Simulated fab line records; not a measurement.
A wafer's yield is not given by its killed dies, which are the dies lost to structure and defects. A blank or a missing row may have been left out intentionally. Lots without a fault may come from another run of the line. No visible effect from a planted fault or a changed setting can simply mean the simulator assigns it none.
Matching of chambers | flow n5Finfet | N5_BEOL_M12_TRENCH_ETCH_34 on rieDiel-06: 4 sister chambers
The step etches SiOC in C4F8/O2/Ar, target depth 318.95 nm, time 125.5 s. 8 wafers are shown with their chamber, then 9 later ones without.

## WAFERS, EACH WITH ITS CHAMBER
wafer  | chamber | drypumpMotorCurrentA (A) | showerheadPlenumPTorr (Torr)
L082.2 | 3       | 6.4                      | 3.51
L082.3 | 1       | 5.8                      | 3.30
L082.4 | 0       | 6.4                      | 3.41
L085.3 | 1       | 5.8                      | 3.29
L085.5 | 2       | 4.9                      | 3.36
L086.1 | 2       | 5.0                      | 3.36
L086.3 | 3       | 6.4                      | 3.51
L086.6 | 0       | 6.4                      | 3.41

## WAFERS MISSING THEIR CHAMBER
wafer  | drypumpMotorCurrentA (A) | showerheadPlenumPTorr (Torr)
L093.3 | 4.9                      | 3.35
L093.5 | 4.9                      | 3.35
L093.6 | 6.4                      | 3.50
L095.2 | 6.4                      | 3.40
L095.5 | 6.4                      | 3.50
L095.6 | 6.4                      | 3.40
L097.2 | 6.4                      | 3.50
L097.3 | 5.8                      | 3.28
L097.6 | 5.8                      | 3.28

## THE CHAMBER EACH PASSED THROUGH
wafer  | from the rows above | in truth
L093.3 | 2                   | 2
L093.5 | 2                   | 2
L093.6 | 3                   | 3
L095.2 | 0                   | 0
L095.5 | 3                   | 3
L095.6 | 0                   | 0
L097.2 | 3                   | 3
L097.3 | 1                   | 1
L097.6 | 1                   | 1
Correct placement for 9 of the 9. Can't be placed from these rows: 0. Number placed wrongly: 0.
How it was worked out, from the rows above alone: a wafer's distance from a chamber is the root of the sum, over the readings, of the square of ((its reading less the chamber's mean) divided by the reading's scatter). The wafer belongs to the nearest chamber; if the next one is less than 2 further off, it can't be placed. For every chamber, the mean is computed from those of its wafers that are shown. The scatter is the square root of a quotient: the sum, over the shown wafers, of each reading's squared deviation from its chamber's mean, divided by wafers minus chambers.
